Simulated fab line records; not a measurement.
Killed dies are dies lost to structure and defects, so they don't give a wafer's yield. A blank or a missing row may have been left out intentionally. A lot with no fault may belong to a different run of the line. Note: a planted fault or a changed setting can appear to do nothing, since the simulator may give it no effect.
Chamber matching	flow n5-finfet	4 sister chambers for N5_BEOL_M15_TRENCH_ETCH_34 on rie-diel-05
The step etches SiO2 in C4F8/O2/Ar, target depth 872.93 nm, time 199 s. 8 wafers are shown with their chamber, then 6 later ones without.

WAFERS PAIRED WITH THEIR CHAMBERS
wafer	chamber	rf-vpp-V (V)	drypump-motor-current-A (A)
L213.2	2	2261	5.55
L213.5	0	2243	6.05
L213.6	1	2265	5.29
L216.3	1	2266	5.28
L216.5	3	2204	5.57
L216.6	2	2262	5.54
L230.2	0	2241	6.01
L230.3	3	2203	5.54

WAFERS WITHOUT THEIR CHAMBER
wafer	rf-vpp-V (V)	drypump-motor-current-A (A)
L230.6	2202	5.55
L231.1	2261	5.57
L231.4	2242	6.03
L231.6	2241	6.03
L232.1	2201	5.53
L232.4	2258	5.57

THE CHAMBER EACH PASSED THROUGH
wafer	from the rows above	in truth
L230.6	3	3
L231.1	2	2
L231.4	0	0
L231.6	0	0
L232.1	3	3
L232.4	2	2
Correct placement for 6 of the 6. From these rows, 0 cannot be placed. Wrongly placed: 0.
How it was worked out, from the rows above alone: a wafer's distance from a chamber is the root of the sum, over the readings, of the square of ((its reading less the chamber's mean) divided by the reading's scatter). If the next closest chamber is less than 2 further off than the closest, the wafer can't be placed; otherwise it belongs to the closest. For every chamber, the mean is computed from those of its wafers that are shown. The scatter: the root of (the sum of the squares of (reading less its chamber's mean) over the shown wafers, divided by (wafers less chambers)).
